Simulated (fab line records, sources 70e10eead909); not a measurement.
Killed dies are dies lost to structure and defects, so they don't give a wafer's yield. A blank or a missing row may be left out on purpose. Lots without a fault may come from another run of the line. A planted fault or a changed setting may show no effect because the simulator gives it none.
Which tool did it? | flow nand_harc | 12 lots, 36 wafers sampled, at 6 steps of a route of 1302

WHAT THE GAUGES READ, wafer by wafer
NHARC_A_BLC_OVL_MEAS_11.
lot  | measured     | on         | overlay_x_nm (nm)
L075 | day 22 13:02 | overlay-01 | -0.6 -1.0 -0.6
L077 | day 24 06:08 | overlay-01 | -0.1 -0.4 -0.6
L080 | day 24 09:20 | overlay-02 | 0.1 -0.2 0.4
L081 | day 25 14:26 | overlay-02 | 0.0 0.2 0.2
L083 | day 26 10:09 | overlay-01 | 1.4 0.4 1.3
L085 | day 27 03:41 | overlay-01 | -0.7 -1.3 -0.7
L088 | day 28 01:17 | overlay-01 | -1.2 -1.4 -0.8
L087 | day 28 01:50 | overlay-02 | -0.8 -1.1 -1.1
L090 | day 28 21:12 | overlay-02 | 0.2 -0.3 -0.6
L093 | day 30 00:07 | overlay-02 | -0.2 0.5 0.5
L095 | day 31 04:04 | overlay-01 | 0.6 0.8 0.9
L097 | day 32 09:57 | overlay-02 | -0.9 -0.3 0.1

WHICH TOOL RAN EACH LOT (tool, then ch and the chambers of the sampled wafers, then the start)
lot  | NHARC_A_CONTACT_ETCH_116             | NHARC_A_CONTACT_ETCH_132             | NHARC_A_CONTACT_ETCH_91            | NHARC_A_CONTACT_ETCH_89                       | NHARC_A_CONTACT_ETCH_139
L075 | har_cap_etch-01 ch 0,1, day 21 14:40 | har_cap_etch-03 ch 0,1, day 22 01:50 | rie_diel-02 ch 1,2,3, day 22 02:48 | rie_diel-02 ch 0,2,3, day 22 09:03 or earlier | har_cap_etch-02 ch 0,1, day 22 09:03
L077 | har_cap_etch-02 ch 0,1, day 23 07:20 | har_cap_etch-02 ch 1, day 23 17:53   | rie_diel-13 ch 0,3, day 23 18:50   | rie_diel-02 ch 0,2,3, day 24 02:16 or earlier | har_cap_etch-01 ch 0, day 24 02:16
L080 | har_cap_etch-03 ch 0,1, day 23 10:17 | har_cap_etch-03 ch 0,1, day 23 21:04 | rie_diel-07 ch 0,3, day 23 22:01   | rie_diel-02 ch 1,2, day 24 05:38 or earlier   | har_cap_etch-01 ch 0,1, day 24 05:38
L081 | har_cap_etch-03 ch 0,1, day 24 13:40 | har_cap_etch-02 ch 0,1, day 25 00:05 | rie_diel-13 ch 0,1,2, day 25 01:05 | rie_diel-02 ch 1,2,3, day 25 10:33 or earlier | har_cap_etch-02 ch 1, day 25 10:33
L083 | har_cap_etch-01 ch 0,1, day 25 08:14 | har_cap_etch-02 ch 0,1, day 25 19:41 | rie_diel-02 ch 1,2,3, day 25 20:35 | rie_diel-02 ch 1,2,3, day 26 06:07 or earlier | har_cap_etch-03 ch 0,1, day 26 06:07
L085 | har_cap_etch-03 ch 0,1, day 25 23:56 | har_cap_etch-02 ch 0,1, day 26 10:58 | rie_diel-02 ch 2,3, day 26 12:05   | rie_diel-02 ch 0,3, day 27 00:09 or earlier   | har_cap_etch-01 ch 0,1, day 27 00:09
L088 | har_cap_etch-01 ch 0,1, day 26 16:40 | har_cap_etch-03 ch 0,1, day 27 11:22 | rie_diel-13 ch 1,3, day 27 12:18   | rie_diel-02 ch 2,3, day 27 21:32 or earlier   | har_cap_etch-01 ch 0, day 27 21:32
L087 | har_cap_etch-03 ch 0,1, day 26 21:58 | har_cap_etch-01 ch 0,1, day 27 14:08 | rie_diel-02 ch 0,1,3, day 27 15:05 | rie_diel-02 ch 0,1,2, day 27 22:12 or earlier | har_cap_etch-03 ch 0,1, day 27 22:12
L090 | har_cap_etch-02 ch 0,1, day 27 20:20 | har_cap_etch-02 ch 0,1, day 28 08:16 | rie_diel-02 ch 0,1,3, day 28 09:26 | rie_diel-07 ch 0,2,3, day 28 17:29 or earlier | har_cap_etch-03 ch 0,1, day 28 17:29
L093 | har_cap_etch-01 ch 0,1, day 29 01:32 | har_cap_etch-02 ch 0,1, day 29 13:02 | rie_diel-13 ch 0,2,3, day 29 13:59 | rie_diel-07 ch 0,2,3, day 29 20:18 or earlier | har_cap_etch-03 ch 0,1, day 29 20:18
L095 | har_cap_etch-01 ch 0,1, day 30 05:01 | har_cap_etch-01 ch 0,1, day 30 17:13 | rie_diel-02 ch 1,2,3, day 30 18:10 | rie_diel-02 ch 0,3, day 31 00:27 or earlier   | har_cap_etch-01 ch 0,1, day 31 00:27
L097 | har_cap_etch-02 ch 0,1, day 31 06:54 | har_cap_etch-03 ch 0, day 31 17:23   | rie_diel-02 ch 0,2,3, day 31 18:19 | rie_diel-13 ch 0,2,3, day 32 06:07 or earlier | har_cap_etch-03 ch 0,1, day 32 06:07
- NHARC_A_CONTACT_ETCH_116: etches the open film in C4F8/O2/Ar, time 190 s, target depth 1850 nm.
- NHARC_A_CONTACT_ETCH_132: etches the open film in C4F8/O2/Ar, time 197 s, target depth 1924 nm.
- NHARC_A_CONTACT_ETCH_91: etches the open film in CH3F/O2, target depth 40 nm, time 85.7 s.
- NHARC_A_CONTACT_ETCH_89: etches the open film in N2/H2, target depth 260 nm, time 475.3 s.
- NHARC_A_CONTACT_ETCH_139: etches the open film in C4F8/O2/Ar, time 195 s, target depth 840 nm.

THE ANSWER, worked out from the rows above alone
Rule: what is usual is taken from the lots themselves. Put in order of their means at a reading, lots are off if they are a third of the lots or fewer, leave a main group of 4 or more, and stand apart from it by a gap of 3 or more times the standard deviation of the main group's means; of several such gaps the widest counts. A main group whose means are all the same, to the digits that the tables above print for the reading, isn't used. A lot without any number at a reading at which 4 lots or more have one is off too. The other lots that the step has rows for count as sound.
No lot is off at any reading shown: from this, nothing can be told.

WHAT THE SIMULATOR HAD PUT IN
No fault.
